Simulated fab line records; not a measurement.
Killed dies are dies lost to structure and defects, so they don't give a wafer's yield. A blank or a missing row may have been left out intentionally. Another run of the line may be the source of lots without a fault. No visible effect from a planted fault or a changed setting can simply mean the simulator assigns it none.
A lot that was struck, set against a sound lot	flow n5Finfet	19 steps out of a route of 1938
Sound: the wafers L113.3, L113.4, L113.5. Struck: wafer L102.3 (left out: L102.4, a lot-mate that was not struck); the cause follows at the end.
Each step with rows lists, per side, the tool, then ch with its chambers, then its first start. Under that, the readings that differ: sound wafers	struck wafers	difference of the means	sigmas: that difference in standard deviations of wafers without a fault.
alike: readings with means less than 2 such deviations apart, plus words and numbers identical on both sides. not compared: withheld readings, readings lacking a value on some wafer, bounds such as >300 that could conceal the same value, and numbers that have no deviation in the record and whose values overlap.
A row with sigmas, a row that says differs or no value, or rows on one side alone: a step with any of these is where the two part. Non-overlapping numbers with no deviation appear without sigmas and do not part them. A reading that every wafer of one side lacks parts them only if that side has two wafers or more.

N5_PASSIVATION_PECVD_00: deposits SiO2 from SiH4/N2O, target thk 200 nm, time 11.2 s.
  sound on pecvd-02 ch 0,1, day 16 10:37; struck on pecvd-03 ch 1, day 14 00:41
  alike: heaterPowerW, showerheadPlenumPTorr, susceptorTempC, throttleValvePct
N5_MIM_BOT_DEGAS_01: time 60 s.
  sound on pvdSputter-03 at day 16 11:13; struck on pvdSputter-03 at day 14 01:14
  alike: heaterPowerW, susceptorTempC
then, 2 steps without rows for these wafers: N5_MIM_BOT_SPUTTER_00 (material TiN, target thk 35 nm, time 89.7 s); N5_MIM_TOP_ALD_00 (deposits Al2O3, purge time 3 s, co reactant pulse time 3 s).
N5_MIM_TOP_ALD_01: deposits HfO2, target thk 5.6 nm, pulse time 1 s, purge time 3 s.
  sound: aldHk-01 ch 0,3; struck: aldHk-03 ch 1
  alike: precursorPulseHeightRel
N5_MIM_TOP_ALD_02: deposits Al2O3, purge time 3 s, co reactant pulse time 3 s.
  sound: aldHk-01 ch 0,3; struck: aldHk-03 ch 1
  alike: precursorPulseHeightRel
then, 1 step without rows for these wafers: N5_MIM_TOP_DEGAS_04 (time 60 s).
N5_MIM_TOP_SPUTTER_03: material TiN, target thk 35 nm, time 89.7 s.
  sound on pvdSputter-03 at day 16 12:21; struck on pvdSputter-01 at day 14 02:35
  alike: susceptorTempC, throttleValvePct
then, 4 steps without rows for these wafers: N5_MIM_TOP_LITHO_HMDS_01 (time 60 s); N5_MIM_TOP_LITHO_COAT_02; N5_MIM_TOP_LITHO_EBR_04; N5_MIM_TOP_LITHO_SOFTBAKE_03 (time 90 s).
N5_MIM_TOP_LITHO_EXPOSE_05: exposes mask MIM TOP, target cd 2000 nm.
  sound on krfScanner-01 ch 0, day 16 12:35; struck on krfScanner-02 ch 0, day 14 03:22
  alike: mask, exposureDoseMJCm2
then, 3 steps without rows for these wafers: N5_MIM_TOP_LITHO_PEB_06; N5_MIM_TOP_LITHO_DEVELOP_07 (develop time 60 s); N5_MIM_TOP_LITHO_HARDBAKE_09 (time 120 s).
N5_MIM_TOP_LITHO_CD_MEAS_08: the cd target is 2000 nm.
  sound on cdSem-01 ch 0, day 16 12:44; struck on cdSem-01 ch 0, day 14 03:32
reading	sound	struck	difference	sigmas
cdNm (nm)	1999.6 2001.8 1999.2	1994.0	-6.2	-3
N5_MIM_TOP_LITHO_OVL_MEAS_11:
  sound on overlay-02 ch 0, day 16 12:46; struck on overlay-01 ch 0, day 14 03:34
  alike: MIM_TOP_OVL
following that, these wafers have no rows for 1 step: N5_PASSIVATION_PROBE_49.

== WHERE THEY PART ==
At N5_MIM_TOP_LITHO_CD_MEAS_08 and nowhere else, as far as this record goes. Later steps at which nothing parts them and some readings are alike: N5_MIM_TOP_LITHO_OVL_MEAS_11.

WHY: the cause the simulator had injected
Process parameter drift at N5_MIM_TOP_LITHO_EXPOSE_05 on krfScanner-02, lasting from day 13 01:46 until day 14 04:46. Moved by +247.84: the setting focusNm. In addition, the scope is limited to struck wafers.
